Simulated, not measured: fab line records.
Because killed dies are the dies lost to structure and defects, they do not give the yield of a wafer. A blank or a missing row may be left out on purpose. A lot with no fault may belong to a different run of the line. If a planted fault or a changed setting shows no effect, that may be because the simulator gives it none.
Lot-split experiment / flow n5_finfet / route with 1938 steps; 7 lots, 21 wafers read

## ABOUT THE SPLIT
At N5_BEOL_M9_DESCUM_16 (chemistry O2, time 7.9 s), the setting time_s was moved away from the recipe's 7.9 s on 3 of the 21 wafers read, by -22.1% to +19.2%. For the rest of the wafers, this setting stayed at what the recipe calls for.

The file shows no step between the split and the reading.

## THE READING
CAR-ArF_of_BEOL_M9_COAT_05.thk_nm (the simulator's own value, which no gauge read), in nm, at N5_BEOL_M9_ETCH_61 (etches SiARC in CF4, target depth 39 nm, time 65 s). No usual value for it is given in the file. Here, 18 wafers ran the recipe; their average is 55.6 nm with a standard deviation of 0.22 nm.

wafer=L075.1; tool, chamber at the split=rie_diel-05, 3; time_s as run, s=7.9; against the recipe=recipe; CAR-ArF_of_BEOL_M9_COAT_05.thk_nm, nm=55.2; against lot-mates on the recipe=-
wafer=L075.4; tool, chamber at the split=rie_diel-05, 0; time_s as run, s=7.9; against the recipe=recipe; CAR-ArF_of_BEOL_M9_COAT_05.thk_nm, nm=55.4; against lot-mates on the recipe=-
wafer=L075.5; tool, chamber at the split=rie_diel-05, 3; time_s as run, s=9.419; against the recipe=+19.2%; CAR-ArF_of_BEOL_M9_COAT_05.thk_nm, nm=54.4; against lot-mates on the recipe=-0.9
wafer=L083.3; tool, chamber at the split=rie_diel-05, 1; time_s as run, s=7.9; against the recipe=recipe; CAR-ArF_of_BEOL_M9_COAT_05.thk_nm, nm=55.6; against lot-mates on the recipe=-
wafer=L083.5; tool, chamber at the split=rie_diel-05, 2; time_s as run, s=7.9; against the recipe=recipe; CAR-ArF_of_BEOL_M9_COAT_05.thk_nm, nm=55.6; against lot-mates on the recipe=-
wafer=L083.6; tool, chamber at the split=rie_diel-05, 3; time_s as run, s=7.9; against the recipe=recipe; CAR-ArF_of_BEOL_M9_COAT_05.thk_nm, nm=55; against lot-mates on the recipe=-
wafer=L080.1; tool, chamber at the split=rie_diel-02, 2; time_s as run, s=6.385; against the recipe=-19.2%; CAR-ArF_of_BEOL_M9_COAT_05.thk_nm, nm=56; against lot-mates on the recipe=+0.6
wafer=L080.3; tool, chamber at the split=rie_diel-02, 1; time_s as run, s=7.9; against the recipe=recipe; CAR-ArF_of_BEOL_M9_COAT_05.thk_nm, nm=55.4; against lot-mates on the recipe=-
wafer=L080.5; tool, chamber at the split=rie_diel-02, 0; time_s as run, s=7.9; against the recipe=recipe; CAR-ArF_of_BEOL_M9_COAT_05.thk_nm, nm=55.4; against lot-mates on the recipe=-
wafer=L084.1; tool, chamber at the split=rie_diel-02, 2,3; time_s as run, s=7.9; against the recipe=recipe; CAR-ArF_of_BEOL_M9_COAT_05.thk_nm, nm=55.8; against lot-mates on the recipe=-
wafer=L084.3; tool, chamber at the split=rie_diel-02, 2,3; time_s as run, s=7.9; against the recipe=recipe; CAR-ArF_of_BEOL_M9_COAT_05.thk_nm, nm=55.8; against lot-mates on the recipe=-
wafer=L084.2; tool, chamber at the split=rie_diel-02, 0; time_s as run, s=7.9; against the recipe=recipe; CAR-ArF_of_BEOL_M9_COAT_05.thk_nm, nm=55.6; against lot-mates on the recipe=-
wafer=L090.3; tool, chamber at the split=rie_diel-05, 3; time_s as run, s=7.9; against the recipe=recipe; CAR-ArF_of_BEOL_M9_COAT_05.thk_nm, nm=55.6; against lot-mates on the recipe=-
wafer=L090.4; tool, chamber at the split=rie_diel-05, 0,3; time_s as run, s=7.9; against the recipe=recipe; CAR-ArF_of_BEOL_M9_COAT_05.thk_nm, nm=55.6; against lot-mates on the recipe=-
wafer=L090.6; tool, chamber at the split=rie_diel-05, 0,3; time_s as run, s=7.9; against the recipe=recipe; CAR-ArF_of_BEOL_M9_COAT_05.thk_nm, nm=55.4; against lot-mates on the recipe=-
wafer=L088.1; tool, chamber at the split=rie_diel-05, 3; time_s as run, s=6.151; against the recipe=-22.1%; CAR-ArF_of_BEOL_M9_COAT_05.thk_nm, nm=56.8; against lot-mates on the recipe=+1.0
wafer=L088.3; tool, chamber at the split=rie_diel-05, 0; time_s as run, s=7.9; against the recipe=recipe; CAR-ArF_of_BEOL_M9_COAT_05.thk_nm, nm=55.8; against lot-mates on the recipe=-
wafer=L088.4; tool, chamber at the split=rie_diel-05, 2; time_s as run, s=7.9; against the recipe=recipe; CAR-ArF_of_BEOL_M9_COAT_05.thk_nm, nm=55.8; against lot-mates on the recipe=-
wafer=L093.1; tool, chamber at the split=rie_diel-05, 3,0; time_s as run, s=7.9; against the recipe=recipe; CAR-ArF_of_BEOL_M9_COAT_05.thk_nm, nm=55.8; against lot-mates on the recipe=-
wafer=L093.3; tool, chamber at the split=rie_diel-05, 3,0; time_s as run, s=7.9; against the recipe=recipe; CAR-ArF_of_BEOL_M9_COAT_05.thk_nm, nm=55.8; against lot-mates on the recipe=-
wafer=L093.6; tool, chamber at the split=rie_diel-05, 3; time_s as run, s=7.9; against the recipe=recipe; CAR-ArF_of_BEOL_M9_COAT_05.thk_nm, nm=55.6; against lot-mates on the recipe=-
The file does not say which wafer passed through which chamber wherever a row lists several chambers: such a row stands for several wafers.

THE FIT
A straight line over all 21 wafers: CAR-ArF_of_BEOL_M9_COAT_05.thk_nm changes by -0.0478 nm for each +1% of time_s; r = -0.83; the points scatter about the line by 0.25 nm.
The same after taking each lot's own level away (the mean of its wafers on the recipe; 21 wafers): -0.0417 nm for each +1%; r = -0.92; scatter 0.14 nm.
According to that fit, moving time_s by its largest amount changes the reading by 0.92 nm.
Measured against the standard deviation above, the lots' own levels, which go from 55.30 to 55.80 nm, span 2.2 times it.
Thus the slope moves with the lot-to-lot level: the two fits are different.
Check: for one of the wafers moved furthest among these (-22.1%), held out of the fit, the line's prediction against its lot-mates is +0.85 nm. Against them it came out at +1 nm.

## OTHER SPLITS APPLIED TO THESE WAFERS
Before the reading, these wafers also passed through other splits. Each is held against what the fit with the lots' levels taken away leaves over:
other split on the same wafers=N5_BEOL_M8_TRENCH_ETCH_37 time_s; wafers away from the commonest value=5; r with CAR-ArF_of_BEOL_M9_COAT_05.thk_nm (lot level and that fit taken away)=-0.04

## THE WHOLE CHAIN: every reading that the file lists as answering this split, in the file's order
step=N5_BEOL_M9_DESCUM_16; what it does=chemistry O2, time 7.9 s; reading=CAR-ArF_of_BEOL_M9_COAT_05.thk_nm (the simulator's own value, which no gauge read); change (the file's fit)=-0.0428 nm for each +1% of the setting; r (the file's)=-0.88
step=N5_BEOL_M9_ETCH_61; what it does=etches SiARC in CF4, target depth 39 nm, time 65 s; reading=CAR-ArF_of_BEOL_M9_COAT_05.thk_nm (the simulator's own value, which no gauge read); change (the file's fit)=-0.0415 nm for each +1% of the setting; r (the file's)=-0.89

## FILE'S OWN FIT
CAR-ArF_of_BEOL_M9_COAT_05.thk_nm changes by -0.0415 nm for each +1% of time_s, r = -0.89.
